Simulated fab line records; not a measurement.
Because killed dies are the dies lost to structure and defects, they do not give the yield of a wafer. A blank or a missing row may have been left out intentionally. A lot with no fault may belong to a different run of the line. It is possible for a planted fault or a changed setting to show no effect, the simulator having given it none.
8D (eight disciplines) problem report, filled in by code -- flow nandHarc -- the parts of the form that need people (team, actions taken, sign-off) are left out

## 1. WHAT WENT WRONG
At NHARC_A_ONON_D1_THK_MEAS_30, thkNm averages 1374 nm over 2 wafers from 2 lots, while fault-free wafers read 996 nm, standard deviation 12. That puts it +31 standard deviations away from the usual mean.
The step: measures by ellipsometry.
First seen on wafer L638.4, day 11 08:19, on filmMetro-02. Wafers with a number at this step in the record: 38, from 13 lots. By rule, "out" or "out of limits" means more than 4 standard deviations away from the usual mean. All remaining wafers that have a number are taken as sound.

## 2. WHAT IT IS, WHAT IT ISN'T
question,is,is not
which readings at this step,thkNm,-
which lots,"L638, L642","L626, L627, L628, L629, L630, L631, L635, L645, L646, L647, L648"
which wafers of those lots,"L638.4, L642.2","L638.1, L638.6, L642.6"
read on which gauges,filmMetro-02,filmMetro-01
when,from day 11 08:19,"up to then (23 sound wafers); but 13 sound wafers of L642, L645, L646, L647, L648 came after"

## 3. SUSPECTS, AND WHAT RULES EACH OUT
Counting: if a tool at a process step up to the reading ran every lot that is out, it stays a suspect. Sound lots after the first of them don't rule it out here, since some wafers of a struck lot are sound.
- the gauge at NHARC_A_ONON_D1_THK_MEAS_30: kept. All the wafers that are out were read on filmMetro-02, and no step on other tools shows them out.
- pecvdOnon-01 at NHARC_A_ONON_D1_DEP_28 (target thk 1000 nm): kept. It processed each lot that is out (first: L638, day 11 07:47); up to then, its last sound lot is L635 (day 10 08:59).
Left after counting: pecvdOnon-01 at NHARC_A_ONON_D1_DEP_28, filmMetro-02 at NHARC_A_ONON_D1_THK_MEAS_30.

## 4. THE CAUSE (what the simulator had put in)
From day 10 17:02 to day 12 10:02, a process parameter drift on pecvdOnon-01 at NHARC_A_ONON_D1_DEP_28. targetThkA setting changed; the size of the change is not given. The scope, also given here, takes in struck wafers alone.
Of the 2 suspects that counting leaves, this tool is one.

## 5. THE CHAIN OF EFFECTS, in route order
Each row: a reading where the mean over the struck wafers with a number is more than 3 standard deviations away from the usual. Only readings whose record carries a usual standard deviation are examined. hours: median over the lots of the time between each lot's start at the first step of this table that gives one and its start at this step. sigmas: the change, counted in usual standard deviations.
hours,step,reading,usual,on struck wafers,change,sigmas
0,NHARC_A_ONON_D1_THK_MEAS_30,thkNm,996 nm,1374,+378,+31
At these later measuring or inspecting steps, every struck wafer for which the step has a row has a number for every such reading, and none has moved that far: NHARC_END_SORT_01.

## 6. HOW IT WOULD HAVE BEEN CAUGHT EARLIER
The first out-of-limits reading at a measuring or inspecting step in this record came at day 11 08:19, 15 hours after the fault's start at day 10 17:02.
Of the tool readings at NHARC_A_ONON_D1_DEP_28 for which the record gives a usual standard deviation, none was out on any struck wafer, so an alarm limit of 4 standard deviations on them would not have fired.
Lots out: 2; of these, L642 started NHARC_A_ONON_D1_DEP_28 on pecvdOnon-01 after day 11 08:19. Had the tool been put on hold then, it would have been spared.
